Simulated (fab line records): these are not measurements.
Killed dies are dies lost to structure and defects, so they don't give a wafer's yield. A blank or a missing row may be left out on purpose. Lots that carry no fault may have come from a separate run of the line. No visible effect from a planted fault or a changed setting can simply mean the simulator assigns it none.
fab line records ; flow n5-finfet
record lots=7; wafers=21
route steps=1938 shown ZERO_LAYER@6 FIN_SAQP@125 STI_FIN_REVEAL@190 DUMMY_GATE@225 SD_EPI_P@301 BEOL_M4@1111
start-h: hours from the record's opening day to when the first of the lot's shown wafers began ; wait-h: time in hours since the lot's previous step ; " unchanged from the row above ; L1.1+2: several wafers, shown together as one row ; - no value, or no start given ; * or withheld: withheld ; < > ~ a bound
route shown NAME@n: NAME is a module with steps in the file, n the number in the route of the first one ; usual: the fault-free wafers' mean and standard deviation ; same: alike in all rows ; chamber/n: place in a boat ; sites: the reading at each site ; _std_site: their standard deviation ; _edge_site: the outer-site mean with the inner-site mean subtracted ; radius-mm: for every site, how far away it sits from the centre of the wafer ; mask NAME#n: copy n ; behind: the tool/chamber that last shaped the wafer ; hold: why the lot went on hold/how many hours it stayed there/how the hold came to an end ; device: the n, p or np transistor that did not switch ; end of line: at the end of the route, the tests of the same wafers ; step lacking rows: just its recipe ; killed: count of dies lost to structure and defects at first sort (not the wafer's yield) ; map: a wafer's dies, marking killed ones x, the rest . and places with no die _
set.NAME: the setting that was run; set.NAME@STEP: the one run at that earlier step ; model.NAME: the simulator's own value behind a step, which no gauge read
lots where settings were altered on purpose, with a table for each step and a row for each wafer
## steps
# step N5_ZERO_LAYER_COAT_05
# recipe spin-rpm=1500; resist-thk-nm=1000
lot.wafer;tool;chamber;start-h;wait-h;set.spin-rpm;model.coat_of_ZERO_LAYER_COAT_05.thk-nm
L075.1;litho-track-02;0;-;-;1608;965
L075.3;litho-track-02;0;-;-;1608;963.3
L075.4;litho-track-02;0;-;-;1500;999.7
L077.2;litho-track-03;0;-;-;1500;1003
L077.4;litho-track-03;0;-;-;1631;965.5
L077.6;litho-track-03;0;-;-;1500;1004
L084.1;litho-track-04;0;-;-;1582;974.5
L084.2;litho-track-04;0;-;-;1582;978.2
L084.3;litho-track-04;0;-;-;1582;970.5
L088.2+6;litho-track-03;0;-;-;1500;1007
L088.3;litho-track-03;0;-;-;1500;1003
L089.1;litho-track-02;0;-;-;1500;997.1
L089.5;litho-track-02;0;-;-;1386;1034
L089.6;litho-track-02;0;-;-;1500;998.2
L091.1;litho-track-03;0;-;-;1604;964.8
L091.2+3;litho-track-03;0;-;-;1604;965.7
L092.1;litho-track-04;0;-;-;1500;1003
L092.2;litho-track-04;0;-;-;1500;1001
L092.3;litho-track-04;0;-;-;1621;964.5
# step N5_ZERO_LAYER_EXPOSE_08
# recipe mask-id=ZERO; na=0.55; source-shape=conventional; sigma-outer=0.8; polarization=unpolarized; defocus-nm=0; target-cd-nm=2000; dose-mj=16.2
lot.wafer;tool;chamber;start-h;wait-h;mask;set.dose-mj
L075.1+3;krf-scanner-02;0;18.46;-;ZERO#0;15
L075.4;krf-scanner-02;0;18.46;-;ZERO#0;16.2
L077.2+6;krf-scanner-02;0;30.51;-;ZERO#0;16.2
L077.4;krf-scanner-02;0;30.51;-;ZERO#0;16.59
L084.1;krf-scanner-02;0;72.59;-;ZERO#0;16.2
L084.2+3;krf-scanner-02;0;72.59;-;ZERO#0;15.69
L088.2+3+6;krf-scanner-01;0;96.62;-;ZERO#0;16.2
L089.1;krf-scanner-01;0;102.46;-;ZERO#0;17.18
L089.5+6;krf-scanner-01;0;102.46;-;ZERO#0;16.2
L091.1;krf-scanner-02;0;114.59;-;ZERO#0;15.6
L091.2+3;krf-scanner-02;0;114.59;-;ZERO#0;16.2
L092.1+2;krf-scanner-02;0;120.46;-;ZERO#0;16.2
L092.3;krf-scanner-02;0;120.46;-;ZERO#0;17.25
# step N5_ZERO_LAYER_PEB_09
# recipe peb-temp-c=withheld; peb-time-s=*
# step N5_ZERO_LAYER_DEVELOP_10
# recipe develop-time-s=60; rinse-liquid=diw; dry=air-spin; dev-temp-c=21
# step N5_ZERO_LAYER_HARDBAKE_23
# recipe temp-c=130; time-s=120
# step N5_ZERO_LAYER_CD_MEAS_11
# recipe target-cd-nm=2000; landing-energy-ev=500; detector=se-inlens
# usual cd-nm=1999.7/1.5
lot.wafer;tool;chamber;start-h;wait-h;set.dose-mj@ZERO_LAYER_EXPOSE_08;cd-nm
L075.1;cd-sem-02;0;18.64;-;15;1985.6
L075.3;cd-sem-02;0;18.64;-;15;1983.6
L075.4;cd-sem-02;0;18.64;-;16.2;2000.2
L077.2;cd-sem-02;0;30.68;-;16.2;2002.4
L077.4;cd-sem-02;0;30.68;-;16.59;2006.5
L077.6;cd-sem-02;0;30.68;-;16.2;1999.0
L084.1;cd-sem-01;0;72.77;-;16.2;2000.7
L084.2;cd-sem-01;0;72.77;-;15.69;1993.4
L084.3;cd-sem-01;0;72.77;-;15.69;1995.5
L088.2;cd-sem-01;0;96.79;-;16.2;1996.4
L088.3;cd-sem-01;0;96.79;-;16.2;1996.6
L088.6;cd-sem-01;0;96.79;-;16.2;1998.6
L089.1;cd-sem-03;0;102.64;-;17.18;2012.1
L089.5;cd-sem-03;0;102.64;-;16.2;1997.3
L089.6;cd-sem-03;0;102.64;-;16.2;1999.6
L091.1;cd-sem-03;0;114.77;-;15.6;1993.7
L091.2;cd-sem-03;0;114.77;-;16.2;2000.5
L091.3;cd-sem-03;0;114.77;-;16.2;2000.6
L092.1;cd-sem-02;0;120.64;-;16.2;1998.2
L092.2;cd-sem-02;0;120.64;-;16.2;2000.0
L092.3;cd-sem-02;0;120.64;-;17.25;2012.9
# step N5_ZERO_LAYER_DESCUM_16
# recipe chemistry=O2; time-s=7.9; source-power-w=50; bias-power-w=20; pressure-mtorr=20; rf-frequency-hz=2.712e+07; temp-c=40; o2-flow-sccm=225
lot.wafer;tool;chamber;start-h;wait-h;set.dose-mj@ZERO_LAYER_EXPOSE_08;model.ZERO_LAYER.cd-nm
L075.1;rie-diel-03;2;18.68;0.0;15;1986
L075.3;rie-diel-03;1;18.68;0.0;15;1984
L075.4;rie-diel-03;3;18.68;0.0;16.2;2000
L077.2;rie-diel-02;2;30.89;0.2;16.2;2002
L077.4;rie-diel-02;3;30.89;0.2;16.59;2006
L077.6;rie-diel-02;2;30.89;0.2;16.2;1999
L084.1;rie-diel-06;1;72.80;0.0;16.2;2001
L084.2;rie-diel-06;0;72.80;0.0;15.69;1994
L084.3;rie-diel-06;3;72.80;0.0;15.69;1996
L088.2;rie-diel-02;3;96.83;0.0;16.2;1997
L088.3;rie-diel-02;2;96.83;0.0;16.2;1996
L088.6;rie-diel-02;2;96.83;0.0;16.2;1999
L089.1;rie-diel-02;1;102.68;0.0;17.18;2012
L089.5;rie-diel-02;3;102.68;0.0;16.2;1997
L089.6;rie-diel-02;1;102.68;0.0;16.2;1999
L091.1;rie-diel-03;0;114.81;0.0;15.6;1994
L091.2;rie-diel-03;2;114.81;0.0;16.2;-
L091.3;rie-diel-03;1;114.81;0.0;16.2;2001
L092.1;rie-diel-03;1;120.68;0.0;16.2;1998
L092.2;rie-diel-03;2;120.68;0.0;16.2;-
L092.3;rie-diel-03;0;120.68;0.0;17.25;2013
# step N5_ZERO_LAYER_ETCH_17
# recipe chemistry=CF4; target=SiO2; target-depth-a=120; time-s=13.3; ion-energy-ev=350; pressure-mtorr=40; source-w=450; bias-w=215; Ar_flow_sccm=100; cf4-flow-sccm=100
lot.wafer;tool;chamber;start-h;wait-h;set.dose-mj@ZERO_LAYER_EXPOSE_08;model.ZERO_LAYER.cd-nm
L075.1;rie-diel-03;2;18.71;0.0;15;1986
L075.3;rie-diel-03;1;18.71;0.0;15;1984
L075.4;rie-diel-03;3;18.71;0.0;16.2;2000
L077.2;rie-diel-02;2;30.93;0.0;16.2;2002
L077.4;rie-diel-02;3;30.93;0.0;16.59;2006
L077.6;rie-diel-02;2;30.93;0.0;16.2;1999
L084.1;rie-diel-06;1;72.84;0.0;16.2;2001
L084.2;rie-diel-06;0;72.84;0.0;15.69;1994
L084.3;rie-diel-06;3;72.84;0.0;15.69;1996
L088.2;rie-diel-02;3;96.86;0.0;16.2;1997
L088.3;rie-diel-02;2;96.86;0.0;16.2;1996
L088.6;rie-diel-02;2;96.86;0.0;16.2;1999
L089.1;rie-diel-02;1;102.71;0.0;17.18;2012
L089.5;rie-diel-02;3;102.71;0.0;16.2;1997
L089.6;rie-diel-02;1;102.71;0.0;16.2;1999
L091.1;rie-diel-03;0;114.84;0.0;15.6;1994
L091.2+3;rie-diel-03;2,1;114.84;0.0;16.2;2001
L092.1;rie-diel-03;1;120.71;0.0;16.2;1998
L092.2;rie-diel-03;2;120.71;0.0;16.2;2000
L092.3;rie-diel-03;0;120.71;0.0;17.25;2013
# step N5_ZERO_LAYER_ETCH_18
# recipe chemistry=HBr/Cl2; target=Si; target-depth-a=1200; time-s=40; pressure-mtorr=10; icp-w=800; bias-w=75; HBr_flow_sccm=150; Cl2_flow_sccm=80
lot.wafer;tool;chamber;start-h;wait-h;set.spin-rpm@ZERO_LAYER_COAT_05;model.coat_of_ZERO_LAYER_COAT_05.thk-nm
L075.1;rie-si-04;0;18.79;0.0;1608;895.5
L075.3;rie-si-04;2;18.79;0.0;1608;893.7
L075.4;rie-si-04;3;18.79;0.0;1500;931
L077.2;rie-si-04;1;31.00;0.0;1500;932.7
L077.4;rie-si-04;2;31.00;0.0;1631;895.3
L077.6;rie-si-04;1;31.00;0.0;1500;934.1
L084.1;rie-si-05;2;72.91;0.0;1582;904.3
L084.2;rie-si-05;0;72.91;0.0;1582;907.7
L084.3;rie-si-05;3;72.91;0.0;1582;901.1
L088.2;rie-si-05;1;96.94;0.0;1500;938
L088.3;rie-si-05;0;96.94;0.0;1500;932.8
L088.6;rie-si-05;2;96.94;0.0;1500;936.9
L089.1;rie-si-04;0;102.79;0.0;1500;927
L089.5;rie-si-04;1;102.79;0.0;1386;964.2
L089.6;rie-si-04;0;102.79;0.0;1500;928.5
L091.1;rie-si-05;1;114.92;0.0;1604;896.7
L091.2;rie-si-05;0;114.92;0.0;1604;896
L091.3;rie-si-05;2;114.92;0.0;1604;895.7
L092.1;rie-si-02;2;120.79;0.0;1500;932.1
L092.2;rie-si-02;0;120.79;0.0;1500;930.6
L092.3;rie-si-02;1;120.79;0.0;1621;894.8
# step N5_ZERO_LAYER_STRIP_24
# recipe chemistry=O2; power-w=1000; temp-c=250; overash-fraction=0.3; pressure-mtorr=1000; o2-flow-sccm=6750
# usual strip-time-to-endpoint-s=43.86/0.12
lot.wafer;tool;chamber;start-h;wait-h;set.spin-rpm@ZERO_LAYER_COAT_05;strip-time-to-endpoint-s
L075.1;plasma-asher-01;1;18.89;0.1;1608;42.79
L075.3;plasma-asher-01;0;18.89;0.1;1608;42.73
L075.4;plasma-asher-01;1;18.89;0.1;1500;43.86
L077.2;plasma-asher-01;0;31.10;0.1;1500;43.92
L077.4;plasma-asher-01;1;31.10;0.1;1631;42.80
L077.6;plasma-asher-01;1;31.10;0.1;1500;43.96
L084.1;plasma-asher-01;1;73.02;0.1;1582;43.05
L084.2;plasma-asher-01;0;73.02;0.1;1582;43.16
L084.3;plasma-asher-01;1;73.02;0.1;1582;42.97
L088.2;plasma-asher-02;1;97.04;0.1;1500;44.08
L088.3;plasma-asher-02;1;97.04;0.1;1500;43.91
L088.6;plasma-asher-02;1;97.04;0.1;1500;44.04
L089.1;plasma-asher-01;1;102.89;0.1;1500;43.74
L089.5;plasma-asher-01;1;102.89;0.1;1386;44.86
L089.6;plasma-asher-01;0;102.89;0.1;1500;43.80
L091.1;plasma-asher-01;0;115.02;0.1;1604;42.84
L091.2;plasma-asher-01;1;115.02;0.1;1604;42.80
L091.3;plasma-asher-01;0;115.02;0.1;1604;42.80
L092.1;plasma-asher-02;1;120.89;0.1;1500;43.88
L092.2;plasma-asher-02;0;120.89;0.1;1500;43.85
L092.3;plasma-asher-02;1;120.89;0.1;1621;42.77
# step N5_FIN_SAQP_SPACER1_ALD_24
# recipe material=SiO2; target-thk-a=203; temp-c=300; ald-precursor-family=BDEAS; ald-co-reactant=O2-plasma; pulse-time-s=1; purge-time-s=2; co-reactant-purge-time-s=2; ald-cycles=218; pressure-torr=2
lot.wafer;tool;chamber;start-h;wait-h;set.temp-c
L075.1;ald-sin-02;1;29.54;0.3;287.4
L075.3+4;ald-sin-02;0,3;29.54;0.3;300
L077.2+4;ald-sin-02;3,0;41.02;0.3;300
L077.6;ald-sin-02;0;41.02;0.3;309.4
L084.1+3;ald-sin-02;2,0;83.38;0.3;300
L084.2;ald-sin-02;1;83.38;0.3;286.8
L088.2+3+6;ald-sin-02;2,3,1;107.17;0.9;300
L089.1;ald-sin-03;3;113.87;1.5;296.5
L089.5+6;ald-sin-03;0,3;113.87;1.5;300
L091.1+2+3;ald-sin-02;0,3,2;124.99;0.3;300
L092.1;ald-sin-02;2;130.91;0.3;300
L092.2+3;ald-sin-02;0,1;130.91;0.3;303.8
# step N5_FIN_SAQP_SPACER1_ETCHBACK_25
# recipe chemistry=CHF3/O2; mode=anisotropic-etchback; target=SiO2; target-depth-a=244; time-s=12.2; pressure-mtorr=30; source-w=650; bias-w=170; Ar_flow_sccm=200; CHF3_flow_sccm=50; O2_flow_sccm=5; ion-energy-ev=200
# step N5_FIN_SAQP_MANDREL1_REMOVE_56
# recipe chemistry=HBr/Cl2/O2; bt-time-s=10; target=a-Si; stop-on=SiNx; endpoint=OES-SiCl; over-etch-frac=1; icp-w=600; bias-w=22; HBr_flow_sccm=150; Cl2_flow_sccm=80; O2_flow_sccm=5; pressure-mtorr=10
lot.wafer;tool;chamber;start-h;wait-h;set.temp-c@FIN_SAQP_SPACER1_ALD_24;model.FIN_SAQP.cd-nm
L075.1;rie-si-02;0;30.34;0.1;287.4;21.4
L075.3+4;rie-si-02;2,1;30.34;0.1;300;20.4
L077.2+4;rie-si-02;3,0;41.85;0.1;300;20.4
L077.6;rie-si-02;3;41.85;0.1;309.4;20
L084.1;rie-si-05;3;84.19;0.1;300;20.6
L084.2;rie-si-05;2;84.19;0.1;286.8;21.4
L084.3;rie-si-05;1;84.19;0.1;300;20.4
L088.2+3+6;rie-si-04;1,0,2;107.97;0.1;300;20.4
L089.1;rie-si-02;1;114.75;0.1;296.5;20.4
L089.5;rie-si-02;0;114.75;0.1;300;20.2
L089.6;rie-si-02;3;114.75;0.1;300;20.4
L091.1+3;rie-si-05;2,3;125.79;0.1;300;20.4
L091.2;rie-si-05;0;125.79;0.1;300;20.6
L092.1;rie-si-05;0;131.75;0.1;300;20.6
L092.2;rie-si-05;3;131.75;0.1;303.8;20.2
L092.3;rie-si-05;1;131.75;0.1;303.8;20.4
# step N5_FIN_SAQP_COAT_68
# recipe resist=SOC; temp-c=250; time-s=60; spin-rpm=1500; resist-thk-nm=100
lot.wafer;tool;chamber;start-h;wait-h;set.spin-rpm;model.SOC_of_FIN_SAQP_COAT_68.thk-nm
L075.1+4;litho-track-04;0;31.11;0.3;1500;100
L075.3;litho-track-04;0;31.11;0.3;1500;100.2
L077.2;litho-track-03;0;42.74;0.3;1500;100.2
L077.4;litho-track-03;0;42.74;0.3;1456;101.8
L077.6;litho-track-03;0;42.74;0.3;1456;101.6
L084.1+2;litho-track-03;0;84.95;0.3;1392;104.2
L084.3;litho-track-03;0;84.95;0.3;1500;100.6
L088.2;litho-track-05;0;108.74;0.3;1500;99.6
L088.3;litho-track-05;0;108.74;0.3;1500;99.4
L088.6;litho-track-05;0;108.74;0.3;1500;100
L089.1;litho-track-05;0;115.72;0.3;1500;100.4
L089.5;litho-track-05;0;115.72;0.3;1500;100.2
L089.6;litho-track-05;0;115.72;0.3;1585;98
L091.1+2;litho-track-05;0;126.56;0.3;1500;100
L091.3;litho-track-05;0;126.56;0.3;1417;103
L092.1;litho-track-04;0;133.01;0.3;1500;100.4
L092.2+3;litho-track-04;0;133.01;0.3;1500;100.2
# step N5_STI_FIN_REVEAL_ETCHBACK_08
# recipe chemistry=C4F6/O2; target=SiO2; target-depth-a=305; time-s=10.167; ion-energy-ev=250; pressure-mtorr=30; source-w=345; bias-w=185; Ar_flow_sccm=300; C4F6_flow_sccm=10; O2_flow_sccm=10
lot.wafer;tool;chamber;start-h;wait-h;set.time-s
L075.1+3+4;rie-diel-04;3,1,0;41.33;0.2;10.167
L077.2+6;rie-diel-01;3,0;52.50;0.2;8.486
L077.4;rie-diel-01;2;52.50;0.2;10.167
L084.1+2+3;rie-diel-04;3,1,2;94.09;0.2;10.167
L088.2+3+6;rie-diel-04;1,0,1;117.65;0.3;10.167
L089.1+5;rie-diel-04;2;125.78;0.2;12.11
L089.6;rie-diel-04;0;125.78;0.2;10.167
L091.1+3;rie-diel-01;0,2;135.26;0.2;10.167
L091.2;rie-diel-01;3;135.26;0.2;8.448
L092.1+2+3;rie-diel-01;2,0,3;142.10;0.6;10.167
# step N5_STI_FIN_REVEAL_STRIP_24
# recipe chemistry=N2/H2; time-s=90; power-w=100; temp-c=40; pressure-mtorr=100; rf-frequency-hz=6e+07; bias-power-w=3; n2-flow-sccm=300; h2-flow-sccm=300
# step N5_STI_FIN_REVEAL_PRECLEAN_25
# recipe chemistry=SPM; time-s=90; temp-c=120; mix=4:1
# step N5_STI_FIN_REVEAL_SRD_23
# recipe dry=ipa-marangoni; time-s=30; temp-c=23; rinse-liquid=diw
# step N5_STI_FIN_REVEAL_FIN_H_MEAS_10
# usual trench-depth-nm=52.0/0.55
lot.wafer;tool;chamber;start-h;wait-h;set.time-s@STI_FIN_REVEAL_ETCHBACK_08;trench-depth-nm
L075.1;ocd-02;-;44.28;0.0;10.167;51.5
L075.3;ocd-02;-;44.28;0.0;10.167;51.8
L075.4;ocd-02;-;44.28;0.0;10.167;51.7
L077.2;ocd-02;-;55.79;0.0;8.486;48.2
L077.4;ocd-02;-;55.79;0.0;10.167;53.2
L077.6;ocd-02;-;55.79;0.0;8.486;48.6
L084.1;ocd-02;-;97.04;0.0;10.167;51.4
L084.2;ocd-02;-;97.04;0.0;10.167;52.0
L084.3;ocd-02;-;97.04;0.0;10.167;52.2
L088.2;ocd-01;-;120.98;0.0;10.167;52.0
L088.3;ocd-01;-;120.98;0.0;10.167;52.1
L088.6;ocd-01;-;120.98;0.0;10.167;51.9
L089.1;ocd-02;-;128.74;0.0;12.11;57.2
L089.5;ocd-02;-;128.74;0.0;12.11;56.7
L089.6;ocd-02;-;128.74;0.0;10.167;51.7
L091.1;ocd-01;-;138.25;0.0;10.167;52.4
L091.2;ocd-01;-;138.25;0.0;8.448;47.1
L091.3;ocd-01;-;138.25;0.0;10.167;50.6
L092.1;ocd-02;-;145.06;0.0;10.167;52.7
L092.2;ocd-02;-;145.06;0.0;10.167;52.6
L092.3;ocd-02;-;145.06;0.0;10.167;51.9
# step N5_DUMMY_GATE_COAT_09
# recipe resist=CAR-EUV; spin-rpm=1500; resist-thk-nm=30
lot.wafer;tool;chamber;start-h;wait-h;set.spin-rpm;model.CAR-EUV_of_DUMMY_GATE_COAT_09.thk-nm
L075.1;litho-track-02;0;-;-;1500;30
L075.3;litho-track-02;0;-;-;1624;29
L075.4;litho-track-02;0;-;-;1500;30.2
L077.2;litho-track-02;0;-;-;1363;31.6
L077.4;litho-track-02;0;-;-;1500;30
L077.6;litho-track-02;0;-;-;1500;29.8
L084.1+2;litho-track-04;0;-;-;1500;30.2
L084.3;litho-track-04;0;-;-;1340;32
L088.2+3+6;litho-track-02;0;-;-;1500;30
L089.1+6;litho-track-04;0;-;-;1641;28.8
L089.5;litho-track-04;0;-;-;1500;30
L091.1;litho-track-04;0;-;-;1500;30.2
L091.2+3;litho-track-04;0;-;-;1362;31.6
L092.1+2;litho-track-03;0;-;-;1500;30
L092.3;litho-track-03;0;-;-;1414;30.8
# step N5_DUMMY_GATE_ETCH_37
# recipe chemistry=N2/H2; target=SOC; target-depth-a=600; overetch-a=300; temp-c=40; ion-energy-ev=200; pressure-mtorr=30; source-w=840; bias-w=150; n2-flow-sccm=200; h2-flow-sccm=200
# usual rf-vpp-V=523.7/2.6
lot.wafer;tool;chamber;start-h;wait-h;set.source-w;rf-vpp-V;model.SiARC_of_DUMMY_GATE_COAT_35.thk-nm
L075.1;rie-diel-06;3;55.06;0.0;840;524.7;5
L075.3;rie-diel-06;1;55.06;0.0;733;551.7;5.6
L075.4;rie-diel-06;2;55.06;0.0;733;544.6;5.4
L077.2;rie-diel-06;1;65.13;0.0;840;525.7;5
L077.4;rie-diel-06;2;65.13;0.0;840;520.1;5
L077.6;rie-diel-06;0;65.13;0.0;728.7;547.8;5.4
L084.1;rie-diel-02;3;106.00;0.0;840;521.4;5
L084.2;rie-diel-02;1;106.00;0.0;901.2;513.2;4.8
L084.3;rie-diel-02;2;106.00;0.0;840;527.0;5
L088.2;rie-diel-02;1;129.93;0.0;840;524.9;5.2
L088.3;rie-diel-02;0;129.93;0.0;840;522.3;5
L088.6;rie-diel-02;1;129.93;0.0;840;524.9;5.2
L089.1;rie-diel-06;3;137.61;0.0;743.3;545.2;5.4
L089.5;rie-diel-06;3;137.61;0.0;743.3;545.3;5.4
L089.6;rie-diel-06;2;137.61;0.0;840;520.0;5
L091.1;rie-diel-02;2;147.10;0.0;941.7;506.1;4.8
L091.2;rie-diel-02;3;147.10;0.0;840;522.7;5
L091.3;rie-diel-02;0;147.10;0.0;941.7;502.9;4.8
L092.1;rie-diel-03;3;153.92;0.0;743.6;549.9;5.4
L092.2;rie-diel-03;0;153.92;0.0;743.6;544.3;5.4
L092.3;rie-diel-03;1;153.92;0.0;743.6;546.7;5.2
# step N5_SD_EPI_P_PEB_07
# recipe peb-temp-c=110; peb-time-s=60; resist=CAR-ArF-block
lot.wafer;tool;chamber;start-h;wait-h;set.peb-time-s
L075.1+4;litho-track-01;0;61.51;0.1;60
L075.3;litho-track-01;0;61.51;0.1;56.16
L077.2+4;litho-track-03;0;72.81;0.0;60
L077.6;litho-track-03;0;72.81;0.0;65.01
L084.1+3;litho-track-02;0;114.23;0.1;60
L084.2;litho-track-02;0;114.23;0.1;56.36
L088.2+3+6;litho-track-03;0;136.79;0.0;60
L089.1+6;litho-track-01;0;145.17;0.1;52.29
L089.5;litho-track-01;0;145.17;0.1;60
L091.1+2+3;litho-track-02;0;156.20;0.1;73.44
L092.1;litho-track-03;0;161.14;0.1;60
L092.2+3;litho-track-03;0;161.14;0.1;68.24
# step N5_SD_EPI_P_DEVELOP_08
# recipe develop-time-s=30; developer=TMAH; resist=CAR-ArF-block; dev-temp-c=23; rinse-liquid=diw; dry=air-spin
# step N5_SD_EPI_P_CD_MEAS_09
# recipe target-cd-nm=240; landing-energy-ev=500; detector=se-inlens
# usual cd-nm=240.2/0.79
lot.wafer;tool;chamber;start-h;wait-h;set.peb-time-s@SD_EPI_P_PEB_07;cd-nm
L075.1;cd-sem-01;0;61.58;-;60;239.4
L075.3;cd-sem-01;0;61.58;-;56.16;238.3
L075.4;cd-sem-01;0;61.58;-;60;240.7
L077.2;cd-sem-03;0;72.88;-;60;238.5
L077.4;cd-sem-03;0;72.88;-;60;239.3
L077.6;cd-sem-03;0;72.88;-;65.01;241.7
L084.1;cd-sem-01;0;114.30;-;60;240.9
L084.2;cd-sem-01;0;114.30;-;56.36;238.5
L084.3;cd-sem-01;0;114.30;-;60;240.4
L088.2;cd-sem-01;0;136.85;-;60;239.6
L088.3;cd-sem-01;0;136.85;-;60;239.1
L088.6;cd-sem-01;0;136.85;-;60;239.0
L089.1;cd-sem-03;0;145.24;-;52.29;236.3
L089.5;cd-sem-03;0;145.24;-;60;240.6
L089.6;cd-sem-03;0;145.24;-;52.29;235.7
L091.1;cd-sem-01;0;156.27;-;73.44;246.8
L091.2;cd-sem-01;0;156.27;-;73.44;247.5
L091.3;cd-sem-01;0;156.27;-;73.44;246.6
L092.1;cd-sem-01;0;161.21;-;60;239.0
L092.2;cd-sem-01;0;161.21;-;68.24;243.9
L092.3;cd-sem-01;0;161.21;-;68.24;244.3
# step N5_SD_EPI_P_DESCUM_14
# recipe chemistry=O2; time-s=7.9; source-power-w=50; bias-power-w=20; pressure-mtorr=20; rf-frequency-hz=2.712e+07; temp-c=40; resist=CAR-ArF-block; o2-flow-sccm=225
lot.wafer;tool;chamber;start-h;wait-h;set.peb-time-s@SD_EPI_P_PEB_07;model.SD_EPI_P.cd-nm
L075.1;rie-diel-02;2;62.17;0.5;60;239.4
L075.3;rie-diel-02;1;62.17;0.5;56.16;238.4
L075.4;rie-diel-02;0;62.17;0.5;60;240.6
L077.2;rie-diel-06;0;72.97;0.0;60;238.8
L077.4;rie-diel-06;3;72.97;0.0;60;239.2
L077.6;rie-diel-06;3;72.97;0.0;65.01;241.4
L084.1;rie-diel-02;2;114.44;0.1;60;241
L084.2;rie-diel-02;3;114.44;0.1;56.36;238.4
L084.3;rie-diel-02;1;114.44;0.1;60;240.4
L088.2;rie-diel-02;0;137.03;0.1;60;239.4
L088.3+6;rie-diel-02;3,2;137.03;0.1;60;239.2
L089.1;rie-diel-03;0;145.33;0.0;52.29;236
L089.5;rie-diel-03;2;145.33;0.0;60;240.6
L089.6;rie-diel-03;0;145.33;0.0;52.29;235.4
L091.1+2;rie-diel-02;0,2;156.36;0.0;73.44;247.2
L091.3;rie-diel-02;1;156.36;0.0;73.44;247
L092.1;rie-diel-02;1;161.44;0.2;60;239
L092.2;rie-diel-02;3;161.44;0.2;68.24;243.6
L092.3;rie-diel-02;0;161.44;0.2;68.24;243.8
# step N5_BEOL_M4_RC_MEAS_101
# usual ION_P=464/6.4
lot.wafer;tool;chamber;start-h;wait-h;set.time-s@STI_FIN_REVEAL_ETCHBACK_08;ION_P[uA/um]
L077.2;prober-02;0;193.25;0.2;8.486;432
L077.4;prober-02;0;193.25;0.2;10.167;471
L077.6;prober-02;0;193.25;0.2;8.486;428
L075.1;prober-01;0;198.19;0.0;10.167;467
L075.3;prober-01;0;198.19;0.0;10.167;469
L075.4;prober-01;0;198.19;0.0;10.167;469
L084.1;prober-01;0;283.19;0.0;10.167;461
L084.2;prober-01;0;283.19;0.0;10.167;461
L084.3;prober-01;0;283.19;0.0;10.167;460
L089.1;prober-02;0;296.68;0.0;12.11;500
L089.5;prober-02;0;296.68;0.0;12.11;494
L089.6;prober-02;0;296.68;0.0;10.167;463
L088.2;prober-01;0;308.67;0.2;10.167;461
L088.3;prober-01;0;308.67;0.2;10.167;461
L088.6;prober-01;0;308.67;0.2;10.167;460
L092.1;prober-02;0;332.15;0.0;10.167;462
L092.2;prober-02;0;332.15;0.0;10.167;471
L092.3;prober-02;0;332.15;0.0;10.167;470
L091.1;prober-02;0;334.87;0.0;10.167;466
L091.2;prober-02;0;334.87;0.0;8.448;426
L091.3;prober-02;0;334.87;0.0;10.167;461
## key
split step=N5_ZERO_LAYER_COAT_05; setting=spin-rpm; stated=1500; by=wafer
response step=N5_ZERO_LAYER_COAT_05; reading=model.coat_of_ZERO_LAYER_COAT_05.thk-nm; change=-4.65; per=1%; r=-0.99
response step=N5_ZERO_LAYER_ETCH_18; reading=model.coat_of_ZERO_LAYER_COAT_05.thk-nm; change=-4.64; per=1%; r=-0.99
response step=N5_ZERO_LAYER_STRIP_24; reading=strip-time-to-endpoint-s; change=*; per=1%; r=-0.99
split step=N5_ZERO_LAYER_EXPOSE_08; setting=dose-mj; stated=16.2; by=wafer
response step=N5_ZERO_LAYER_CD_MEAS_11; reading=cd-nm; change=+2.13; per=1%; r=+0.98
response step=N5_ZERO_LAYER_DESCUM_16; reading=model.ZERO_LAYER.cd-nm; change=+2.16; per=1%; r=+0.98
response step=N5_ZERO_LAYER_ETCH_17; reading=model.ZERO_LAYER.cd-nm; change=+2.13; per=1%; r=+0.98
split step=N5_FIN_SAQP_SPACER1_ALD_24; setting=temp-c; stated=300; by=wafer
response step=N5_FIN_SAQP_MANDREL1_REMOVE_56; reading=model.FIN_SAQP.cd-nm; change=-0.199; per=1%; r=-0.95
split step=N5_FIN_SAQP_COAT_68; setting=spin-rpm; stated=1500; by=wafer
response step=N5_FIN_SAQP_COAT_68; reading=model.SOC_of_FIN_SAQP_COAT_68.thk-nm; change=-0.487; per=1%; r=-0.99
split step=N5_STI_FIN_REVEAL_ETCHBACK_08; setting=time-s; stated=10.167; by=wafer
response step=N5_STI_FIN_REVEAL_FIN_H_MEAS_10; reading=trench-depth-nm; change=+0.276; per=1%; r=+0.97
response step=N5_BEOL_M4_RC_MEAS_101; reading=ION_P; slope=+2.11; per=1%; together-with=none; explained=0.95
split step=N5_DUMMY_GATE_COAT_09; setting=spin-rpm; stated=1500; by=wafer
response step=N5_DUMMY_GATE_COAT_09; reading=model.CAR-EUV_of_DUMMY_GATE_COAT_09.thk-nm; change=-0.154; per=1%; r=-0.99
split step=N5_DUMMY_GATE_ETCH_37; setting=source-w; stated=840; by=wafer
response step=N5_DUMMY_GATE_ETCH_37; reading=rf-vpp-V; change=-1.82; per=1%; r=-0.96
response step=N5_DUMMY_GATE_ETCH_37; reading=model.SiARC_of_DUMMY_GATE_COAT_35.thk-nm; change=-0.0301; per=1%; r=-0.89
split step=N5_SD_EPI_P_PEB_07; setting=peb-time-s; stated=60; by=wafer
response step=N5_SD_EPI_P_CD_MEAS_09; reading=cd-nm; change=+0.351; per=1%; r=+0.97
response step=N5_SD_EPI_P_DESCUM_14; reading=model.SD_EPI_P.cd-nm; change=+0.343; per=1%; r=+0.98
